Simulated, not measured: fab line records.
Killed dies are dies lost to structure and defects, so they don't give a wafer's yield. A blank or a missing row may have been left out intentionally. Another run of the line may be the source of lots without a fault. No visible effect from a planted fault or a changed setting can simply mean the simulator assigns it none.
fab line records | flow n5-finfet
record: lots: 10 wafers: 30 last-day: 17
route steps=1938 shown BEOL_M4@1090 PASSIVATION@1936
lots that met no fault: from a run of the same line without faults
start-h: hours from the record's opening day to when the first of the lot's shown wafers began | wait-h: time in hours since the lot's previous step | " the same as in the row above | L1.1+2: a row that stands for several wafers | - no value, or no start was given | * or withheld: withheld | < > ~ a bound
route shown NAME@n: names a module that has steps shown in the file, with the first one's number in the route | usual: mean/standard deviation taken from wafers without a fault | same: alike in all rows | chamber/n: place in a boat | sites: the reading at each site | _std_site: how widely they spread, as a standard deviation | _edge_site: inner sites' mean taken away from outer sites' mean | radius-mm: for every site, how far away it sits from the centre of the wafer | mask NAME#n: copy n | behind: the last tool/chamber to shape the wafer | hold: the reason the lot was held/the length of the hold in hours/how it ended | device: transistor that didn't switch, given as n, p or np | end of line: the route-end tests of the same wafers | step lacking rows: just its recipe | killed: at the first sort, the dies lost to defects and structure; wafer yield is something else | map: a wafer's dies, marking killed ones x, the rest . and places with no die _
set.NAME: the setting that was run; set.NAME@STEP: the one run at that earlier step | model.NAME: the simulator's own value behind a step, which no gauge read
the route's steps for a sample of lots (tables are steps, rows are wafers)
services: from which hour (start-h, from the record's first day; less than 0 if before it) a tool's chamber was out of use, for how many hours, and why
== steps ==
step: N5_BEOL_M4_SPUTTER_86
recipe: material: Cu target-thk-a: 45 temp-c: -20 chamber-pressure-pa: 0.07 power-w: withheld time-s: 8.29
usual: chamber-pressure-pa: 0.06999/0.00015 chuck-gas-flow-sccm: 1.27/0.045 chuck-sensor-temp-C: -15.8/0.56 throttle-valve-pct: 30.2/1
columns lot.wafer tool chamber start-h wait-h chamber-pressure-pa chuck-gas-flow-sccm chuck-sensor-temp-C throttle-valve-pct
L286.1 pvd-sputter-01 - 172.92 0.1 0.07007 1.27 -15.8 29.7
L286.2 " - " " 0.06991 1.26 -17.1 29.5
L286.5 " - " " 0.06993 1.33 -17.1 29.8
L288.4 pvd-sputter-02 - 189.58 0.1 0.06987 1.28 -16.0 30.0
L288.5 " - " " 0.07009 1.27 -16.1 28.1
L288.6 " - " " 0.06961 1.26 -16.0 33.0
L290.1 pvd-sputter-01 - 196.81 0.1 0.06995 1.26 -15.6 30.6
L290.3 " - " " 0.06993 1.29 -15.9 29.6
L290.4 " - " " 0.06985 1.27 -17.1 29.6
L293.3 pvd-sputter-02 - 222.71 0.1 0.07003 1.32 -16.1 27.9
L293.4 " - " " 0.07017 1.19 -15.9 32.8
L293.5 " - " " 0.07009 1.25 -15.5 30.6
L295.2 pvd-sputter-02 - 226.41 0.1 0.06977 1.25 -15.7 30.2
L295.4 " - " " 0.06995 1.27 -16.3 30.0
L295.5 " - " " 0.07005 1.24 -15.6 30.2
L296.2 pvd-sputter-01 - 237.28 0.1 0.07005 1.24 -15.3 30.7
L296.3 " - " " 0.06955 1.36 -17.0 29.4
L296.6 " - " " 0.06989 1.31 -15.4 30.6
L302.1 pvd-sputter-01 - 260.05 0.1 0.06998 1.28 -15.8 30.9
L302.2 " - " " 0.06994 1.32 -17.0 29.8
L302.3 " - " " 0.07022 1.27 -15.4 30.4
L303.3 pvd-sputter-01 - 280.99 0.1 0.07001 1.28 -17.1 29.6
L303.5 " - " " 0.07011 1.32 -17.0 29.8
L303.6 " - " " 0.06977 1.26 -15.8 29.6
L304.1 pvd-sputter-01 - 283.92 0.1 0.07019 1.30 -15.7 30.6
L304.4 " - " " 0.06988 1.21 -15.8 29.8
L304.5 " - " " 0.06993 1.29 -16.9 29.5
L306.1 pvd-sputter-01 - 297.94 0.1 0.07016 1.28 -15.8 30.9
L306.2 " - " " 0.06984 1.23 -15.3 30.6
L306.4 " - " " 0.07004 1.29 -17.2 29.9
step: N5_BEOL_M4_SPUTTER_88
recipe: material: Cu target-thk-a: 45 temp-c: -20 chamber-pressure-pa: 0.07 power-w: withheld time-s: 8.29
usual: chamber-pressure-pa: 0.06999/0.00017 chuck-gas-flow-sccm: 1.28/0.049 chuck-sensor-temp-C: -15.8/0.58 throttle-valve-pct: 30.2/1
columns lot.wafer tool chamber start-h wait-h chamber-pressure-pa chuck-gas-flow-sccm chuck-sensor-temp-C throttle-valve-pct
L286.1 pvd-sputter-01 - 173.14 0.1 0.07027 1.36 -15.8 29.5
L286.2 " - " " 0.0698 1.34 -17.2 29.7
L286.5 " - " " 0.06992 1.30 -17.0 29.7
L288.4 pvd-sputter-02 - 189.80 0.1 0.06991 1.25 -16.2 30.1
L288.5 " - " " 0.07019 1.19 -16.3 27.8
L288.6 " - " " 0.06994 1.25 -15.9 33.0
L290.1 pvd-sputter-01 - 197.03 0.1 0.07005 1.26 -15.7 30.7
L290.3 " - " " 0.06977 1.27 -15.9 29.9
L290.4 " - " " 0.0701 1.30 -16.9 29.5
L293.3 pvd-sputter-02 - 222.93 0.1 0.06993 1.30 -16.1 27.8
L293.4 " - " " 0.06995 1.26 -15.8 33.2
L293.5 " - " " 0.06976 1.18 -15.6 30.8
L295.2 pvd-sputter-02 - 226.63 0.1 0.06995 1.28 -15.6 30.6
L295.4 " - " " 0.06985 1.32 -16.3 29.9
L295.5 " - " " 0.07021 1.24 -15.7 30.6
L296.2 pvd-sputter-01 - 237.50 0.1 0.07005 1.21 -15.4 30.5
L296.3 " - " " 0.06997 1.33 -17.0 29.3
L296.6 " - " " 0.06993 1.23 -15.4 30.7
L302.1 pvd-sputter-01 - 260.27 0.1 0.06984 1.28 -15.8 30.7
L302.2 " - " " 0.07015 1.34 -16.9 29.8
L302.3 " - " " 0.0703 1.14 -15.3 30.5
L303.3 pvd-sputter-01 - 281.21 0.1 0.07006 1.35 -17.1 29.5
L303.5 " - " " 0.06997 1.34 -17.1 29.6
L303.6 " - " " 0.07001 1.37 -15.8 29.9
L304.1 pvd-sputter-01 - 284.14 0.1 0.07001 1.28 -15.7 30.7
L304.4 " - " " 0.06992 1.32 -15.7 29.7
L304.5 " - " " 0.07036 1.31 -17.1 29.6
L306.1 pvd-sputter-01 - 298.16 0.1 0.06973 1.29 -15.7 30.6
L306.2 " - " " 0.06988 1.27 -15.4 30.6
L306.4 " - " " 0.07016 1.28 -17.1 29.8
step: N5_BEOL_M4_SPUTTER_96
recipe: material: Cu target-thk-a: 45 temp-c: -20 chamber-pressure-pa: 0.07 power-w: withheld time-s: 8.29
usual: chamber-pressure-pa: 0.07002/0.00012 chuck-gas-flow-sccm: 1.27/0.048 chuck-sensor-temp-C: -15.9/0.57 throttle-valve-pct: 30.2/1
columns lot.wafer tool chamber start-h wait-h chamber-pressure-pa chuck-gas-flow-sccm chuck-sensor-temp-C throttle-valve-pct
L286.1 pvd-sputter-01 - 174.06 0.1 0.06984 1.33 -15.8 29.7
L286.2 " - " " 0.06997 1.28 -16.9 29.5
L286.5 " - " " 0.0699 1.24 -16.9 29.7
L288.4 pvd-sputter-02 - 190.68 0.1 0.07015 1.27 -16.2 30.0
L288.5 " - " " 0.07019 1.21 -16.2 27.9
L288.6 " - " " 0.07007 1.27 -16.0 32.7
L290.1 pvd-sputter-01 - 197.91 0.1 0.06997 1.33 -15.8 30.7
L290.3 " - " " 0.06982 1.30 -15.6 29.9
L290.4 " - " " 0.07005 1.31 -17.0 29.9
L293.3 pvd-sputter-02 - 223.81 0.1 0.06998 1.32 -16.1 28.1
L293.4 " - " " 0.07 1.13 -15.9 33.1
L293.5 " - " " 0.06993 1.28 -15.6 30.5
L295.2 pvd-sputter-02 - 227.51 0.1 - - - -
L295.4 " - " " - - - -
L295.5 " - " " - - - -
L296.2 pvd-sputter-01 - 238.38 0.1 - - - -
L296.3 " - " " - - - -
L296.6 " - " " - - - -
L302.1 pvd-sputter-01 - 261.15 0.1 0.07005 1.26 -15.8 30.8
L302.2 " - " " 0.06993 1.29 -17.3 29.7
L302.3 " - " " 0.07005 1.24 -15.5 30.5
L303.3 pvd-sputter-01 - 282.09 0.1 0.06973 1.32 -16.9 29.6
L303.5 " - " " 0.07001 1.33 -17.1 29.6
L303.6 " - " " 0.07008 1.34 -15.7 29.7
L304.1 pvd-sputter-01 - 285.02 0.1 0.06985 1.30 -15.7 30.7
L304.4 " - " " 0.06991 1.25 -15.7 29.8
L304.5 " - " " 0.07028 1.35 -17.0 29.5
L306.1 pvd-sputter-01 - 299.04 0.1 0.06983 1.25 -15.6 30.9
L306.2 " - " " 0.06991 1.21 -15.5 30.9
L306.4 " - " " 0.07003 1.23 -17.0 29.7
step: N5_BEOL_M4_CO_CAP_55
recipe: material: Co target-thk-a: 20 temp-c: 200 precursor: CCTBA/H2 pressure-torr: 30 time-s: 102.1
usual: heater-power-w: 252/30
columns lot.wafer tool chamber start-h wait-h heater-power-w
L286.1 cvd-co-02 2 174.94 0.0 268
L286.2 " 0 " " 226
L286.5 " 1 " " 238
L288.4 cvd-co-01 1 191.70 0.0 307
L288.5 " 2 " " 243
L288.6 " 0 " " 222
L290.1 cvd-co-01 2 198.85 0.0 242
L290.3 " 0 " " 226
L290.4 " 2 " " 240
L293.3 cvd-co-02 2 224.68 0.0 267
L293.4 " 1 " " 238
L293.5 " 0 " " 231
L295.2 cvd-co-01 0 228.53 0.0 222
L295.4 " 1 " " 311
L295.5 " 0 " " 225
L296.2 cvd-co-01 1 239.32 0.0 312
L296.3 " 2 " " 236
L296.6 " 0 " " 225
L302.1 cvd-co-01 1 262.01 0.0 313
L302.2 " 0 " " 233
L302.3 " 2 " " 234
L303.3 cvd-co-01 2 282.95 0.0 240
L303.5 " 1 " " 311
L303.6 " 0 " " 222
L304.1 cvd-co-02 0 286.18 0.0 238
L304.4 " 1 " " 241
L304.5 " 2 " " 269
L306.1 cvd-co-02 2 299.90 0.0 268
L306.2 " 1 " " 242
L306.4 " 1 " " 235
step: N5_BEOL_M4_RC_MEAS_101
usual: DIBL_N: 36.4/1.4 DIBL_P: 36.3/1.8 IOFF_N: 0.163/0.024 IOFF_P: 0.21/0.034 ION_N: 673/11 ION_P: 461/7.4 SS_N: 71.6/0.52 SS_P: 73.3/0.58 VT_N: 249.4/2.5 VT_P: -250/3.5
columns lot.wafer tool chamber start-h wait-h DIBL_N[mV/V] DIBL_P[mV/V] IOFF_N[nA/um] IOFF_P[nA/um] ION_N[uA/um] ION_P[uA/um] SS_N[mV/dec] SS_P[mV/dec] VT_N[mV] VT_P[mV]
L286.1 prober-01 0 175.17 0.0 37.2 38.0 0.170 0.25 663 456 71.9 73.8 245.9 -246
L286.2 " 0 " " 37.2 37.4 0.169 0.24 668 462 71.2 73.4 249.0 -248
L286.5 " 0 " " 37.5 38.2 0.181 0.24 666 459 71.9 73.8 246.9 -248
L288.4 prober-02 0 192.36 0.5 34.6 33.8 0.118 0.20 651 458 70.6 72.5 254.1 -248
L288.5 " 0 " " 36.9 36.4 0.154 0.25 661 462 72.2 72.9 247.8 -247
L288.6 " 0 " " 37.7 38.1 0.176 0.27 682 477 72.1 74.1 249.6 -243
L290.1 prober-01 0 199.09 0.0 37.5 36.9 0.177 0.25 684 470 72.3 73.5 250.3 -245
L290.3 " 0 " " 35.5 34.4 0.136 0.20 668 464 71.2 72.7 249.4 -249
L290.4 " 0 " " 38.3 37.3 0.186 0.27 677 467 71.6 73.2 249.5 -244
L293.3 prober-01 0 225.25 0.3 36.0 35.9 0.159 0.20 652 450 72.2 73.1 250.4 -250
L293.4 " 0 " " 34.4 34.8 0.137 0.18 651 451 70.9 72.5 252.9 -254
L293.5 " 0 " " 35.0 34.5 0.145 0.18 659 446 71.7 73.3 254.1 -253
L295.2 prober-01 0 228.92 0.2 34.6 33.8 0.134 0.18 676 462 71.2 71.9 249.4 -255
L295.4 " 0 " " 36.2 35.3 0.156 0.19 675 458 71.5 74.2 248.3 -251
L295.5 " 0 " " 35.7 34.9 0.144 0.19 675 463 71.9 73.3 249.2 -254
L296.2 prober-01 0 239.74 0.2 35.9 36.1 0.165 0.21 677 465 71.0 73.2 247.3 -251
L296.3 " 0 " " 38.3 39.3 0.228 0.28 700 470 71.9 74.8 245.2 -246
L296.6 " 0 " " 35.1 35.2 0.151 0.20 670 458 71.2 73.3 249.2 -251
L302.1 prober-01 0 262.24 0.0 35.6 34.6 0.142 0.17 658 449 71.2 72.6 251.1 -254
L302.2 " 0 " " 35.3 34.4 0.139 0.17 671 454 71.2 72.4 253.0 -258
L302.3 " 0 " " 37.2 37.2 0.175 0.21 675 463 71.5 73.6 246.6 -252
L303.3 prober-02 0 283.50 0.3 37.2 37.3 0.153 0.21 674 457 72.6 73.9 250.4 -250
L303.5 " 0 " " 36.8 36.7 0.150 0.20 665 459 71.8 73.5 252.3 -251
L303.6 " 0 " " 36.7 37.1 0.156 0.21 679 463 71.8 73.9 251.0 -253
L304.1 prober-01 0 286.41 0.0 39.8 39.1 0.201 0.26 667 458 71.8 74.0 250.8 -245
L304.4 " 0 " " 38.6 37.8 0.186 0.25 684 467 71.5 73.6 249.1 -245
L304.5 " 0 " " 38.2 37.4 0.171 0.23 666 463 71.7 73.3 248.9 -247
L306.1 prober-02 0 300.13 0.0 35.3 31.4 0.130 0.15 674 453 71.3 72.9 250.6 -258
L306.2 " 0 " " 34.5 30.9 0.117 0.14 669 450 70.8 72.6 251.5 -257
L306.4 " 0 " " 35.9 32.4 0.137 0.16 660 446 70.6 72.0 250.8 -255
step: N5_PASSIVATION_PROBE_49
usual: defect-limited-yield: 91.4/1.6 killed_at_M0_to_M3: 34/12 killed_at_M4_up: 13/5.2 killed-at-contacts: 11/5.5 killed-at-front-end: 40/13 killed-at-other: 3.4/2.7 killed-dies: 102/19 killed-on-rim: 13/4.3 killed-open: 66/15 killed-short: 33/7.9 sort_bin_5_function: 5.1/1.1 sort_bin_6_memory: 3.2/0.7 sort-n-pass: 1078/19 sort-yield-pct: 91.4/1.6
same: gross-dies: 1180 killed-at-back-side: 0 sort_bin_4_leakage[%]: 0 sort_bin_8_speed[%]: 0
columns lot.wafer tool chamber start-h wait-h defect-limited-yield[%] killed_at_M0_to_M3 killed_at_M4_up killed-at-contacts killed-at-front-end killed-at-other killed-dies killed-on-rim killed-open killed-short sort_bin_5_function[%] sort_bin_6_memory[%] sort-n-pass sort-yield-pct[%]
L286.1 prober-02 - 277.43 0.0 91.0 48 13 9 30 6 106 15 73 32 5.8 3.0 1074 91.0
L286.2 prober-02 - 277.48 0.1 93.4 21 12 13 25 7 78 12 54 20 3.8 2.8 1102 93.4
L286.5 prober-02 - 277.63 0.2 91.1 30 9 6 46 14 105 15 64 38 5.1 3.6 1075 91.1
L288.4 prober-01 - 298.06 0.2 93.8 11 22 4 31 5 73 8 42 28 4.4 1.6 1107 93.8
L288.5 prober-01 - 298.11 0.2 94.4 16 15 3 29 3 66 5 41 22 3.2 2.4 1114 94.4
L288.6 prober-01 - 298.16 0.3 94.0 24 17 11 17 2 71 9 48 20 2.9 3.1 1109 94.0
L290.1 prober-01 - 310.78 0.0 89.1 46 14 17 48 4 129 16 88 40 6.5 4.0 1051 89.1
L290.3 prober-01 - 310.88 0.1 91.6 36 16 12 33 2 99 11 66 32 4.2 3.7 1081 91.6
L290.4 prober-01 - 310.93 0.2 88.7 46 19 7 61 0 133 11 84 49 6.8 3.9 1047 88.7
L293.3 prober-02 - 328.10 0.1 91.4 31 16 6 44 4 101 15 74 25 6.0 2.4 1079 91.4
L293.4 prober-02 - 328.15 0.2 92.9 30 7 10 33 4 84 11 55 27 4.0 2.9 1096 92.9
L293.5 prober-02 - 328.20 0.2 91.2 20 11 17 51 5 104 12 77 25 5.2 3.5 1076 91.2
L295.2 prober-02 - 341.65 0.1 87.8 59 18 21 40 6 144 20 85 49 6.7 4.7 1036 87.8
L295.4 prober-02 - 341.75 0.2 86.6 63 25 25 42 3 158 29 92 57 7.9 4.7 1022 86.6
L295.5 prober-02 - 341.80 0.2 90.3 46 12 20 37 0 115 18 70 32 5.8 3.4 1065 90.3
L296.2 prober-01 - 357.12 0.1 90.3 16 19 7 64 9 115 15 78 32 5.5 3.9 1065 90.3
L296.3 prober-01 - 357.17 0.1 89.3 33 19 5 66 3 126 14 84 37 5.8 4.7 1054 89.3
L296.6 prober-01 - 357.32 0.3 90.8 14 20 2 69 4 109 18 71 32 5.5 3.5 1071 90.8
L302.1 prober-02 - 382.08 0.0 93.5 15 8 12 40 2 77 8 46 28 3.6 2.8 1103 93.5
L302.2 prober-02 - 382.13 0.1 91.9 25 16 18 34 3 96 9 63 33 5.2 2.5 1084 91.9
L302.3 prober-02 - 382.18 0.1 92.8 32 15 7 30 1 85 13 51 34 5.0 1.8 1095 92.8
killed by level:class
L286.1 BEOL_M2:geometric-particle:open=19 DUMMY_GATE:geometric-particle:open=7 STI_FIN_REVEAL:geometric-particle:open=6 MOL_CONTACT_COAG:geometric-particle:open=6 BEOL_M2:geometric-particle:short=6 BEOL_M1:geometric-particle:open=5 BEOL_M3:geometric-particle:open=5 BEOL_M0_SAQP:geometric-particle:short=4
L286.2 MOL_CONTACT_COAG:geometric-particle:open=10 BEOL_M4:geometric-particle:open=7 STI_FIN_REVEAL:geometric-particle:open=6 BEOL_M0:geometric-particle:open=6 GATE_CUT:geometric-particle:open=4 BEOL_M1:geometric-particle:open=4 BEOL_M2:geometric-particle:open=4 ILD0:geometric-particle:open=3
L286.5 STI_FIN_REVEAL:geometric-particle:open=9 BEOL_M0_SAQP:geometric-particle:short=9 DUMMY_GATE:geometric-particle:open=7 BEOL_M4:geometric-particle:open=7 FIN_SAQP:geometric-particle:open=6 FIN_SAQP:geometric-particle:short=6 MOL_CONTACT_COAG:geometric-particle:open=5 PASS1_CAP:geometric-particle:short=5
L288.4 STI_FIN_REVEAL:geometric-particle:open=9 BEOL_M4:geometric-particle:open=8 GATE_CUT:geometric-particle:short=5 STI_FIN_REVEAL:geometric-particle:short=4 STARTING-WAFER:geometric-particle:short=4 GATE_CUT:geometric-particle:open=3 MOL_CONTACT_COAG:geometric-particle:open=3 BEOL_M0_SAQP:geometric-particle:short=3
L288.5 FIN_SAQP:geometric-particle:short=6 DUMMY_GATE:geometric-particle:open=6 BEOL_M1:geometric-particle:open=6 STI_FIN_REVEAL:geometric-particle:open=4 BEOL_M2:geometric-particle:open=4 BEOL_M4:geometric-particle:open=4 BEOL_M4:geometric-particle:short=4 GATE_CUT:geometric-particle:short=3
L288.6 MOL_CONTACT_COAG:geometric-particle:open=9 BEOL_M2:geometric-particle:open=6 BEOL_M0_SAQP:geometric-particle:open=5 BEOL_M2:geometric-particle:short=5 BEOL_M4:geometric-particle:open=5 BEOL_M0_SAQP:geometric-particle:short=4 BEOL_M1:geometric-particle:open=4 STARTING-WAFER:geometric-particle:open=3
L290.1 MOL_CONTACT_COAG:geometric-particle:open=16 FIN_SAQP:geometric-particle:open=15 BEOL_M0_SAQP:geometric-particle:short=11 STI_FIN_REVEAL:geometric-particle:open=9 BEOL_M0_SAQP:geometric-particle:open=9 BEOL_M4:geometric-particle:open=9 BEOL_M3:geometric-particle:open=8 FIN_SAQP:geometric-particle:short=7
L290.3 MOL_CONTACT_COAG:geometric-particle:open=9 BEOL_M0_SAQP:geometric-particle:short=9 BEOL_M0_SAQP:geometric-particle:open=7 BEOL_M4:geometric-particle:open=7 FIN_SAQP:geometric-particle:short=6 BEOL_M2:geometric-particle:open=6 FIN_SAQP:geometric-particle:open=5 STI_FIN_REVEAL:geometric-particle:open=5
L290.4 STI_FIN_REVEAL:geometric-particle:open=21 BEOL_M2:geometric-particle:open=13 BEOL_M0_SAQP:geometric-particle:open=10 BEOL_M4:geometric-particle:open=10 FIN_SAQP:geometric-particle:short=8 BEOL_M0_SAQP:geometric-particle:short=7 FIN_SAQP:geometric-particle:open=6 BEOL_M0:geometric-particle:short=6
L293.3 STI_FIN_REVEAL:geometric-particle:open=17 DUMMY_GATE:geometric-particle:open=9 BEOL_M1:geometric-particle:open=8 MOL_CONTACT_COAG:geometric-particle:open=6 BEOL_M2:geometric-particle:open=6 STI_FIN_REVEAL:geometric-particle:short=5 BEOL_M0_SAQP:geometric-particle:short=4 BEOL_M0_SAQP:geometric-particle:open=4
L293.4 STI_FIN_REVEAL:geometric-particle:open=11 MOL_CONTACT_COAG:geometric-particle:open=9 BEOL_M0_SAQP:geometric-particle:open=8 GATE_CUT:geometric-particle:short=7 BEOL_M2:geometric-particle:open=7 FIN_SAQP:geometric-particle:short=4 BEOL_M1:geometric-particle:open=4 BEOL_M0_SAQP:geometric-particle:short=4
L293.5 MOL_CONTACT_COAG:geometric-particle:open=14 FIN_SAQP:geometric-particle:short=12 STI_FIN_REVEAL:geometric-particle:open=11 FIN_SAQP:geometric-particle:open=10 BEOL_M4:geometric-particle:open=6 BEOL_M1:geometric-particle:open=6 BEOL_M2:geometric-particle:open=6 DUMMY_GATE:geometric-particle:open=5
L295.2 BEOL_M0_SAQP:geometric-particle:open=19 MOL_CONTACT_COAG:geometric-particle:open=16 BEOL_M0_SAQP:geometric-particle:short=16 BEOL_M2:geometric-particle:open=8 BEOL_M3:geometric-particle:open=7 FIN_SAQP:geometric-particle:short=6 FIN_SAQP:geometric-particle:open=5 MOL_CONTACT_COAG:geometric-particle:short=5
L295.4 BEOL_M0_SAQP:geometric-particle:short=22 MOL_CONTACT_COAG:geometric-particle:open=18 BEOL_M4:geometric-particle:open=13 BEOL_M0_SAQP:geometric-particle:open=12 BEOL_M2:geometric-particle:open=12 FIN_SAQP:geometric-particle:short=9 FIN_SAQP:geometric-particle:open=8 GATE_CUT:geometric-particle:short=7
L295.5 MOL_CONTACT_COAG:geometric-particle:open=18 BEOL_M2:geometric-particle:open=17 BEOL_M0_SAQP:geometric-particle:open=10 BEOL_M0_SAQP:geometric-particle:short=10 BEOL_M4:interface-void-opened=9 STI_FIN_REVEAL:geometric-particle:open=6 GATE_CUT:geometric-particle:open=5 FIN_SAQP:geometric-particle:short=4
L296.2 STI_FIN_REVEAL:geometric-particle:open=13 FIN_SAQP:geometric-particle:open=8 FIN_SAQP:geometric-particle:short=7 BEOL_M1:geometric-particle:open=7 STI_FIN_REVEAL:geometric-particle:short=6 DUMMY_GATE:geometric-particle:open=6 MOL_CONTACT_COAG:geometric-particle:open=6 SPACER0:geometric-particle:open=4
L296.3 FIN_SAQP:geometric-particle:open=19 FIN_SAQP:geometric-particle:short=13 STI_FIN_REVEAL:geometric-particle:open=13 BEOL_M0_SAQP:geometric-particle:short=7 BEOL_M0_SAQP:geometric-particle:open=6 BEOL_M0:geometric-particle:open=6 BEOL_M4:geometric-particle:open=5 STARTING-WAFER:geometric-particle:open=5
L296.6 STI_FIN_REVEAL:geometric-particle:open=26 FIN_SAQP:geometric-particle:open=12 FIN_SAQP:geometric-particle:short=6 STI_FIN_REVEAL:geometric-particle:short=4 SPACER0:geometric-particle:short=4 BEOL_M4:geometric-particle:open=4 STARTING-WAFER:geometric-particle:open=4 BEOL_M4:interface-void-opened=4
L302.1 STI_FIN_REVEAL:geometric-particle:open=16 MOL_CONTACT_COAG:geometric-particle:open=11 FIN_SAQP:geometric-particle:short=9 STI_FIN_REVEAL:geometric-particle:short=5 BEOL_M2:geometric-particle:open=4 FIN_SAQP:geometric-particle:open=3 BEOL_M0_SAQP:geometric-particle:short=3 BEOL_M1:coat-microbubble-printed=3
L302.2 MOL_CONTACT_COAG:geometric-particle:open=13 FIN_SAQP:geometric-particle:open=7 FIN_SAQP:geometric-particle:short=7 BEOL_M0_SAQP:geometric-particle:open=7 BEOL_M0_SAQP:geometric-particle:short=6 STI_FIN_REVEAL:geometric-particle:open=5 GATE_CUT:geometric-particle:short=5 MOL_CONTACT_COAG:geometric-particle:short=5
L302.3 BEOL_M3:geometric-particle:open=10 FIN_SAQP:geometric-particle:short=8 STI_FIN_REVEAL:geometric-particle:open=7 MOL_CONTACT_COAG:geometric-particle:open=7 BEOL_M5:geometric-particle:open=6 BEOL_M3:geometric-particle:short=6 FIN_SAQP:geometric-particle:open=4 DUMMY_GATE:geometric-particle:open=4
== services ==
columns tool chamber start-h hours kind
cvd-co-01 - 206.43 0.5 repair
== key ==
first-sign: step: N5_BEOL_M4_SPUTTER_96 reading: tool-record direction: missing
effect none on later readings
met-at N5_BEOL_M4_SPUTTER_96
struck-lots L295,L296
not-acting-at N5_BEOL_M4_SPUTTER_86,N5_BEOL_M4_SPUTTER_88,N5_BEOL_M4_CO_CAP_55
onset-between 223.81 227.51
fault: kind: skipped-step-whole tool: pvd-sputter-01,pvd-sputter-02 chamber: - onset-h: 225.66 steps: N5_BEOL_M4_SPUTTER_96 scope: struck-lots-only
